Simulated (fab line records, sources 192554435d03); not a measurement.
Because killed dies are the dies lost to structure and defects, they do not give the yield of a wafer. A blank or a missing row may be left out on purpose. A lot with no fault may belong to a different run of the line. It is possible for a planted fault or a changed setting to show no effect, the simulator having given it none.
fab line records	flow n5Finfet
record lots=9	wafers=27	lastDay=18
route steps=1938 shown BEOL_M3@954 BEOL_M4@1111 PASSIVATION@1936
lots that met no fault: from a run of the same line without faults
startH: hours from the record's first day to the start of the lot's first wafer shown	waitH: hours elapsed since this lot's preceding step	" repeats the value in the row above	L1.1+2: one row covering several wafers at once	- value missing, or start not given	* or withheld: withheld	< > ~ a bound
route shown NAME@n: names a module that has steps shown in the file, with the first one's number in the route	usual: mean/standard deviation of fault-free wafers	same: alike in all rows	chamber/n: place in a boat	sites: the reading at each site	_std_site: standard deviation of those values	_edge_site: outer sites' mean less inner sites'	radiusMm: for every site, how far away it sits from the centre of the wafer	mask NAME#n: copy n	behind: the tool/chamber that last shaped the wafer	hold: reason for holding the lot/hours on hold/outcome of the hold	device: whichever transistor did not switch (one of n, p or np)	end of line: the same wafers' tests at the end of the route	a step given without rows: its recipe and nothing more	killed: dies lost to structure and defects at the first sort, not the wafer's yield	map: per-die view of a wafer (x killed, . not killed, _ where there is no die)
set.NAME: setting as actually run; set.NAME@STEP: the setting as run at that earlier step	model.NAME: the simulator's own value behind a step, which no gauge read
the route's steps for a sample of lots (tables are steps, rows are wafers)
services: from which hour (startH, from the record's first day; less than 0 if before it) a tool's chamber was out of use, for how many hours, and why
## steps
# step N5_BEOL_M3_HM_OPEN_17
# recipe chemistry=Cl2/BCl3	targetDepthA=200	overetchA=60	target=TiN	maskMaterial=SOC	ionEnergyEv=150	pressureMtorr=10	icpW=1000	biasW=126	Cl2_flow_sccm=53.25	bcl3FlowSccm=21.75	Ar_flow_sccm=25
# usual drypumpMotorCurrentA=5.7/0.39	oesProductAu=0.65/0.089	throttleValvePct=22.13/0.18
lot.wafer	tool	chamber	startH	waitH	drypumpMotorCurrentA	oesProductAu	rfHoursCounterH	throttleValvePct
L613.1	rieMetal-02	1	196.76	0.0	5.3	0.71	17	22.37
L613.4	"	1	"	"	5.2	0.72	-	22.36
L613.6	"	0	"	"	5.8	0.60	-	21.97
L614.1	rieMetal-02	0	197.23	0.0	5.8	0.59	82	21.99
L614.2	"	1	"	"	5.2	0.71	18	22.39
L614.5	"	1	"	"	5.2	0.72	-	22.38
L616.1	rieMetal-02	1	204.69	0.0	5.3	0.72	18	22.35
L616.5	"	0	"	"	5.8	0.60	-	21.97
L616.6	"	1	"	"	5.3	0.72	-	22.34
L617.2	rieMetal-02	1	209.58	0.0	5.2	0.72	19	22.35
L617.3	"	0	"	"	5.8	0.59	-	21.97
L617.5	"	1	"	"	5.3	0.73	-	22.36
L621.1	rieMetal-01	0	240.61	0.0	5.4	0.80	1	21.90
L621.2	"	1	"	"	6.3	0.55	105	22.07
L621.5	"	1	"	"	6.3	0.55	-	22.08
L620.1	rieMetal-02	0	244.25	0.0	5.8	0.59	86	21.99
L620.3	"	0	"	"	5.8	0.59	-	21.97
L620.5	"	0	"	"	5.8	0.58	-	21.96
L623.1	rieMetal-02	1	253.54	0.0	5.2	0.71	22	22.34
L623.2	"	0	"	"	5.8	0.58	86	21.99
L623.5	"	1	"	"	5.2	0.70	-	22.36
L628.2	rieMetal-01	1	295.17	0.0	6.3	0.55	109	22.06
L628.3	"	0	"	"	5.4	0.77	-	21.88
L628.6	"	0	"	"	5.3	0.79	-	21.86
L629.1	rieMetal-01	1	303.19	0.0	6.3	0.55	110	22.08
L629.5	"	1	"	"	6.3	0.54	-	22.06
L629.6	"	0	"	"	5.4	0.77	-	21.89
# step N5_BEOL_M3_OVL_MEAS_29
# recipe pointsPerWafer=522
# usual V2_OVL=-0.2/0.84
lot.wafer	tool	chamber	startH	waitH	V2_OVL[nm]
L613.1	overlay-01	0	197.48	0.0	0.6
L613.4	"	0	"	"	0.5
L613.6	"	0	"	"	0.2
L614.1	overlay-02	0	197.89	0.0	0.0
L614.2	"	0	"	"	-1.0
L614.5	"	0	"	"	-0.4
L616.1	overlay-01	0	205.34	0.0	-0.6
L616.5	"	0	"	"	-0.6
L616.6	"	0	"	"	-1.0
L617.2	overlay-02	0	210.25	0.0	0.8
L617.3	"	0	"	"	1.6
L617.5	"	0	"	"	1.2
L621.1	overlay-02	0	241.26	0.0	0.7
L621.2	"	0	"	"	-0.5
L621.5	"	0	"	"	0.6
L620.1	overlay-01	0	244.78	0.0	1.3
L620.3	"	0	"	"	0.8
L620.5	"	0	"	"	1.4
L623.1	overlay-02	0	254.10	0.0	-1.0
L623.2	"	0	"	"	0.3
L623.5	"	0	"	"	-0.7
L628.2	overlay-02	0	295.81	0.0	-1.3
L628.3	"	0	"	"	0.0
L628.6	"	0	"	"	-0.4
L629.1	overlay-01	0	303.85	0.0	-2.2
L629.5	"	0	"	"	-0.9
L629.6	"	0	"	"	-0.6
# step N5_BEOL_M3_ETCH_70
# recipe chemistry=N2/H2	target=SOC	targetDepthA=800	overetchA=160	maskMaterial=SiARC	tempC=40	timeS=120	ionEnergyEv=200	pressureMtorr=30	sourceW=840	biasW=150	n2FlowSccm=200	h2FlowSccm=200
# usual drypumpMotorCurrentA=5.6/0.47	oesProductAu=0.58/0.055	rfVppV=523.8/2.1	runLengthS=143.3/0.44	showerheadPlenumPTorr=2.53/0.068	throttleValvePct=17.88/0.19
lot.wafer	tool	chamber	startH	waitH	drypumpMotorCurrentA	oesProductAu	rfHoursCounterH	rfVppV	runLengthS	showerheadPlenumPTorr	throttleValvePct
L613.1	rieDiel-04	1	199.30	0.0	5.5	0.60	116	522.9	143.2	2.55	18.07
L613.4	"	0	"	"	6.2	0.56	191	525.4	143.3	2.54	18.01
L613.6	"	3	"	"	5.0	0.52	-	522.4	143.5	2.48	17.85
L614.1	rieDiel-03	0	200.05	0.0	5.4	0.64	62	523.4	143.4	2.48	17.83
L614.2	"	3	"	"	5.6	0.57	165	525.8	142.7	2.64	18.04
L614.5	"	1	"	"	5.1	0.57	-	524.6	143.4	2.52	17.79
L616.1	rieDiel-04	0	213.04	0.0	6.2	0.56	195	523.7	143.3	2.53	18.01
L616.5	"	3	"	"	5.0	0.53	-	524.4	143.1	2.48	17.87
L616.6	"	2	"	"	6.5	0.52	-	519.8	143.7	2.41	17.99
L617.2	rieDiel-03	0	216.41	0.0	5.5	0.65	68	521.6	143.7	2.47	17.83
L617.3	"	2	"	"	5.1	0.74	4	526.5	144.2	2.59	17.35
L617.5	"	1	"	"	5.1	0.57	-	522.9	143.8	2.52	17.80
L621.1	rieDiel-04	0	248.19	0.0	6.2	0.55	207	523.3	143.6	2.53	18.02
L621.2	"	2	"	"	6.6	0.51	252	519.5	144.1	2.40	18.01
L621.5	"	2	"	"	6.6	0.52	-	520.9	143.9	2.40	17.99
L623.1	rieDiel-03	1	257.00	0.0	5.1	0.57	173	524.9	143.1	2.51	17.80
L623.2	"	0	"	"	5.5	0.58	79	521.8	167.0	2.47	17.82
L623.5	"	1	"	"	5.1	0.56	-	523.3	143.0	2.52	17.81
L620.1	rieDiel-03	3	257.43	0.0	5.6	0.56	182	526.0	142.8	2.63	18.09
L620.3	"	0	"	"	5.5	0.58	80	521.0	167.5	2.47	17.83
L620.5	"	0	"	"	5.5	0.64	-	521.2	143.7	2.47	17.82
L628.2	rieDiel-04	2	301.83	0.0	6.5	0.73	10	529.4	143.7	2.72	17.55
L628.3	"	0	"	"	6.2	0.54	227	522.3	143.5	2.52	18.05
L628.6	"	0	"	"	6.1	0.54	-	523.6	143.3	2.52	18.07
L629.1	rieDiel-04	1	312.97	0.0	5.5	0.57	156	523.0	143.0	2.53	18.14
L629.5	"	0	"	"	6.2	0.54	-	523.2	143.4	2.52	18.05
L629.6	"	3	"	"	5.0	0.71	-	522.2	142.8	2.47	17.46
# step N5_BEOL_M3_ETCH_41
# recipe chemistry=CH3F/O2	target=SiCN	targetDepthA=299	taperDeg=2	timeS=52.5	ionEnergyEv=120	maskMaterial=TiN	pressureMtorr=30	sourceW=395	biasW=75	Ar_flow_sccm=150	CH3F_flow_sccm=30	O2_flow_sccm=20
# usual drypumpMotorCurrentA=5.6/0.47	oesProductAu=0.76/0.075	rfVppV=297.2/1.3	runLengthS=75.8/0.44	showerheadPlenumPTorr=2.00/0.054	throttleValvePct=16.40/0.2
lot.wafer	tool	chamber	startH	waitH	drypumpMotorCurrentA	oesProductAu	rfHoursCounterH	rfVppV	runLengthS	showerheadPlenumPTorr	throttleValvePct
L613.1	rieDiel-04	1	-	-	5.5	0.78	116	297.0	75.3	2.01	16.59
L613.4	"	0	"	"	6.2	0.74	191	296.8	76.3	1.99	16.40
L613.6	"	3	"	"	5.0	0.68	-	297.9	75.8	1.98	16.58
L614.1	rieDiel-03	0	-	-	5.5	0.85	63	297.1	76.1	1.95	16.25
L614.2	"	3	"	"	5.6	0.75	165	299.4	75.4	2.08	16.69
L614.5	"	1	"	"	5.1	0.75	-	296.8	75.6	2.00	16.36
L616.1	rieDiel-04	0	-	-	6.1	0.73	195	296.8	75.9	1.99	16.39
L616.5	"	3	"	"	4.9	0.68	-	298.7	75.4	1.97	16.57
L616.6	"	2	"	"	6.5	0.68	-	295.1	76.2	1.90	16.38
L617.2	rieDiel-03	0	-	-	5.5	0.83	68	297.3	76.1	1.94	16.27
L617.3	"	2	"	"	5.1	0.98	4	299.3	76.2	2.05	15.94
L617.5	"	1	"	"	5.1	0.75	-	297.7	75.7	2.00	16.36
L621.1	rieDiel-04	0	-	-	6.2	0.73	207	297.3	76.4	1.99	16.44
L621.2	"	2	"	"	6.5	0.68	252	293.9	76.4	1.90	16.41
L621.5	"	2	"	"	6.5	0.68	-	295.5	76.5	1.90	16.42
L623.1	rieDiel-03	1	-	-	5.1	0.74	174	295.4	75.8	1.99	16.40
L623.2	"	0	"	"	5.5	0.84	80	294.6	76.5	1.94	16.28
L623.5	"	1	"	"	5.1	0.75	-	297.2	76.0	1.99	16.37
L620.1	rieDiel-03	3	-	-	5.6	0.75	183	299.1	75.2	2.07	16.69
L620.3	"	0	"	"	5.4	0.82	80	296.1	76.1	1.94	16.29
L620.5	"	0	"	"	5.4	0.83	-	296.3	76.1	1.94	16.29
L628.2	rieDiel-04	2	-	-	6.6	0.96	10	300.3	76.5	2.14	15.91
L628.3	"	0	"	"	6.2	0.72	227	297.5	75.9	1.98	16.46
L628.6	"	0	"	"	6.2	0.71	-	298.2	76.4	1.98	16.46
L629.1	rieDiel-04	1	-	-	5.5	0.73	156	296.8	75.8	2.00	16.68
L629.5	"	0	"	"	6.2	0.71	-	295.8	75.7	1.98	16.47
L629.6	"	3	"	"	5.0	0.95	-	296.5	75.3	1.97	16.14
# step N5_BEOL_M4_RC_MEAS_101
# usual DIBL_N=36.2/1.6	DIBL_P=36.1/2	IOFF_N=0.16/0.032	IOFF_P=0.22/0.036	ION_N=672/11	ION_P=463/7.5	SS_N=71.4/0.58	SS_P=73.2/0.67	VT_N=250/3.3	VT_P=-250/3.3
lot.wafer	tool	chamber	startH	waitH	DIBL_N[mV/V]	DIBL_P[mV/V]	IOFF_N[nA/um]	IOFF_P[nA/um]	ION_N[uA/um]	ION_P[uA/um]	SS_N[mV/dec]	SS_P[mV/dec]	VT_N[mV]	VT_P[mV]
L613.1	prober-02	0	213.45	0.0	34.3	33.8	0.13	0.17	659	452	71.4	72.2	255	-256
L613.4	"	0	"	"	33.2	33.0	0.12	0.15	648	440	70.8	72.7	257	-258
L613.6	"	0	"	"	35.8	37.2	0.16	0.22	670	458	71.2	73.9	249	-252
L614.1	prober-01	0	220.24	0.0	37.7	38.2	0.22	0.30	675	464	71.6	74.1	245	-245
L614.2	"	0	"	"	35.6	36.0	0.17	0.24	685	471	71.0	73.0	245	-248
L614.5	"	0	"	"	35.2	35.4	0.16	0.24	667	466	70.4	73.9	250	-245
L616.1	prober-02	0	234.37	0.0	36.8	37.0	0.18	0.23	673	461	71.7	73.3	248	-250
L616.5	"	0	"	"	36.4	36.5	0.18	0.22	676	470	71.3	73.8	249	-251
L616.6	"	0	"	"	34.8	35.0	0.15	0.21	676	465	71.6	73.7	248	-248
L617.2	prober-01	0	238.05	0.2	35.3	35.8	0.15	0.24	675	474	71.6	72.6	250	-246
L617.3	"	0	"	"	36.7	37.5	0.18	0.27	681	474	72.1	73.8	247	-243
L617.5	"	0	"	"	36.0	36.4	0.15	0.24	677	471	71.7	73.5	250	-247
L621.1	prober-02	0	270.23	0.0	35.3	35.2	0.15	0.20	676	465	71.4	73.8	248	-251
L621.2	"	0	"	"	41.1	40.7	0.29	0.29	699	466	73.2	74.8	240	-247
L621.5	"	0	"	"	36.6	37.4	0.17	0.23	674	466	71.1	73.8	247	-247
L623.1	prober-02	0	273.13	0.0	34.6	34.6	0.12	0.18	661	458	71.6	72.5	254	-253
L623.2	"	0	"	"	35.1	35.6	0.13	0.19	667	461	71.1	72.6	254	-250
L623.5	"	0	"	"	36.8	38.2	0.15	0.23	679	470	72.1	73.9	251	-250
L620.1	prober-01	0	278.71	0.0	34.1	34.8	0.13	0.16	669	455	71.1	72.4	252	-256
L620.3	"	0	"	"	35.1	36.3	0.14	0.18	668	459	70.8	72.5	252	-256
L620.5	"	0	"	"	34.9	35.6	0.13	0.17	656	444	70.9	73.1	254	-255
L628.2	prober-02	0	323.01	0.2	33.9	34.4	0.12	0.17	661	464	70.6	71.7	254	-253
L628.3	"	0	"	"	35.4	37.0	0.14	0.20	679	466	70.3	72.9	253	-249
L628.6	"	0	"	"	34.7	36.1	0.13	0.19	669	466	70.5	72.2	254	-252
L629.1	prober-02	0	339.85	0.0	38.7	39.5	0.20	0.25	694	469	72.4	73.6	244	-246
L629.5	"	0	"	"	36.5	37.2	0.16	0.22	679	470	72.2	73.4	250	-247
L629.6	"	0	"	"	34.7	35.7	0.13	0.20	661	465	71.4	72.2	252	-252
# step N5_PASSIVATION_PROBE_49
# usual defectLimitedYield=91.4/1.3	killed_at_M0_to_M3=34/10	killed_at_M4_up=14/5.6	killedAtContacts=13/5.9	killedAtFrontEnd=37/9.9	killedAtOther=3.5/2.8	killedDies=101/15	killedOpen=67/12	killedShort=32/6.6	sort_bin_4_leakage=0.00/0.014	sort_bin_5_function=5.0/0.81	sort_bin_6_memory=3.2/0.66	sortNPass=1079/15	sortYieldPct=91.4/1.3
# same grossDies=1180	killedAtBackSide=0	sort_bin_8_speed[%]=0
lot.wafer	tool	chamber	startH	waitH	defectLimitedYield[%]	killed_at_M0_to_M3	killed_at_M4_up	killedAtContacts	killedAtFrontEnd	killedAtOther	killedDies	killedOpen	killedShort	sort_bin_4_leakage[%]	sort_bin_5_function[%]	sort_bin_6_memory[%]	sortNPass	sortYieldPct[%]
L620.1	prober-02	-	396.56	0.0	91.6	30	9	14	39	7	99	69	29	0	5.0	3.1	1081	91.6
L620.3	prober-02	-	396.66	0.1	93.1	20	9	18	33	1	81	59	20	0	3.9	2.8	1099	93.1
L620.5	prober-02	-	396.76	0.2	88.6	51	18	10	42	13	134	94	40	0	6.3	4.7	1046	88.6
# killed by level:class
L620.1 STI_FIN_REVEAL:geometricParticle:open=12 MOL_CONTACT_COAG:geometricParticle:open=12 BEOL_M0_SAQP:geometricParticle:open=10 BEOL_M0_SAQP:geometricParticle:short=7 FIN_SAQP:geometricParticle:open=4 BEOL_M1:geometricParticle:open=4 BEOL_M2:geometricParticle:open=4 BEOL_M4:geometricParticle:open=4
L620.3 MOL_CONTACT_COAG:geometricParticle:open=16 STI_FIN_REVEAL:geometricParticle:open=12 BEOL_M1:geometricParticle:open=8 FIN_SAQP:geometricParticle:open=6 STI_FIN_REVEAL:geometricParticle:short=4 BEOL_M0_SAQP:geometricParticle:open=3 BEOL_M0_SAQP:geometricParticle:short=3 ILD0:geometricParticle:open=2
L620.5 STI_FIN_REVEAL:geometricParticle:open=15 BEOL_M0_SAQP:geometricParticle:open=11 BEOL_M0_SAQP:geometricParticle:short=10 BEOL_M1:geometricParticle:open=9 MOL_CONTACT_COAG:geometricParticle:open=9 BEOL_M4:geometricParticle:open=9 BEOL_M2:geometricParticle:open=8 FIN_SAQP:geometricParticle:short=6
## services
tool	chamber	startH	hours	kind
rieDiel-03	2	186.93	-	clean
rieDiel-03	2	186.93	-	consumableReplace:focusRing
rieDiel-03	2	186.93	16.4	scheduledDown
rieDiel-03	2	186.93	16.4	ventCycle
rieDiel-03	1	194.09	2.4	repair
rieMetal-01	0	211.92	-	clean
rieMetal-01	0	211.92	22.0	scheduledDown
rieMetal-01	0	211.92	22.0	ventCycle
rieDiel-04	3	230.43	-	clean
rieDiel-04	3	230.43	-	consumableReplace:focusRing
rieDiel-04	3	230.43	24.4	scheduledDown
rieDiel-04	3	230.43	24.4	ventCycle
rieDiel-03	1	238.76	4.5	repair
rieDiel-04	2	254.91	-	clean
rieDiel-04	2	254.91	-	consumableReplace:focusRing
rieDiel-04	2	254.91	-	consumableReplace:showerhead
rieDiel-04	2	254.91	16.8	scheduledDown
rieDiel-04	2	254.91	16.8	ventCycle
rieDiel-04	3	285.00	27.2	repair
rieMetal-02	1	294.58	2.0	repair
rieMetal-02	-	299.12	14.6	pm
## key
firstSign step=N5_BEOL_M3_ETCH_70	reading=runLengthS	direction=up	sigmas=55	usual=*	struck=*
effect none on later readings
metAt N5_BEOL_M3_ETCH_70
struckLots L620,L623
struckWafers L620.3,L623.2
notActingAt N5_BEOL_M3_HM_OPEN_17,N5_BEOL_M3_OVL_MEAS_29,N5_BEOL_M3_ETCH_41
onsetBetween 216.41 257.00
fault kind=processParameterDrift	tool=rieDiel-03	chamber=-	onsetH=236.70	steps=N5_BEOL_M3_ETCH_70	channel=timeS	offset=*	shape=step	endH=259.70	scope=struckWafersOnly	actsIn=*	stated=*
